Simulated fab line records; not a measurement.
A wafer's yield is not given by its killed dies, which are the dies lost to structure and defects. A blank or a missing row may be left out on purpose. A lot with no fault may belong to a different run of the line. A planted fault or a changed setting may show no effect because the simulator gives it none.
Chamber matching || flow n5_finfet || 4 sister chambers for N5_BEOL_M15_ETCH_61 on rie_diel-06
The step etches BARC in N2/H2, target depth 89 nm, overetch 26.7 nm, time 67.9 s. 4 wafers are shown with their chamber, then 10 later ones without.

## WAFERS WITH THEIR CHAMBER
{"wafer": "L081.2", "chamber": 3, "throttle_valve_pct (%)": 18.38}
{"wafer": "L074.6", "chamber": 2, "throttle_valve_pct (%)": 17.72}
{"wafer": "L082.1", "chamber": 1, "throttle_valve_pct (%)": 17.76}
{"wafer": "L082.2", "chamber": 0, "throttle_valve_pct (%)": 17.46}

## WAFERS WITHOUT THEIR CHAMBER
{"wafer": "L082.4", "throttle_valve_pct (%)": 18.40}
{"wafer": "L085.2", "throttle_valve_pct (%)": 18.38}
{"wafer": "L085.3", "throttle_valve_pct (%)": 17.75}
{"wafer": "L085.6", "throttle_valve_pct (%)": 17.77}
{"wafer": "L091.3", "throttle_valve_pct (%)": 18.42}
{"wafer": "L091.5", "throttle_valve_pct (%)": 18.41}
{"wafer": "L091.6", "throttle_valve_pct (%)": 17.50}
{"wafer": "L097.2", "throttle_valve_pct (%)": 17.78}
{"wafer": "L097.4", "throttle_valve_pct (%)": 17.82}
{"wafer": "L097.5", "throttle_valve_pct (%)": 17.52}

## WHICH CHAMBER EACH WENT THROUGH
{"wafer": "L082.4", "from the rows above": 3, "in truth": 3}
{"wafer": "L085.2", "from the rows above": 3, "in truth": 3}
{"wafer": "L085.3", "from the rows above": "can't be placed: 1 or 2", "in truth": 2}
{"wafer": "L085.6", "from the rows above": "can't be placed: 1 or 2", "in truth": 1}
{"wafer": "L091.3", "from the rows above": 3, "in truth": 3}
{"wafer": "L091.5", "from the rows above": 3, "in truth": 3}
{"wafer": "L091.6", "from the rows above": 0, "in truth": 0}
{"wafer": "L097.2", "from the rows above": "can't be placed: 1 or 2", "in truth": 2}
{"wafer": "L097.4", "from the rows above": "can't be placed: 1 or 2", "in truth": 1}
{"wafer": "L097.5", "from the rows above": 0, "in truth": 0}
Correct placement for 6 of the 10. Cannot be placed on the basis of these rows: 4; the candidates contain the true chamber in 4. Placed wrongly: 0.
How it was worked out, from the rows above alone: a wafer's distance from a chamber is the root of the sum, over the readings, of the square of ((its reading less the chamber's mean) divided by the reading's scatter). If the next closest chamber is less than 2 further off than the closest, the wafer can't be placed; otherwise it belongs to the closest. Each chamber's mean is taken over the wafers shown for it. The scatter: with one shown wafer a chamber, the root of the mean of the squares of how far each hidden wafer lies from its nearest shown one.
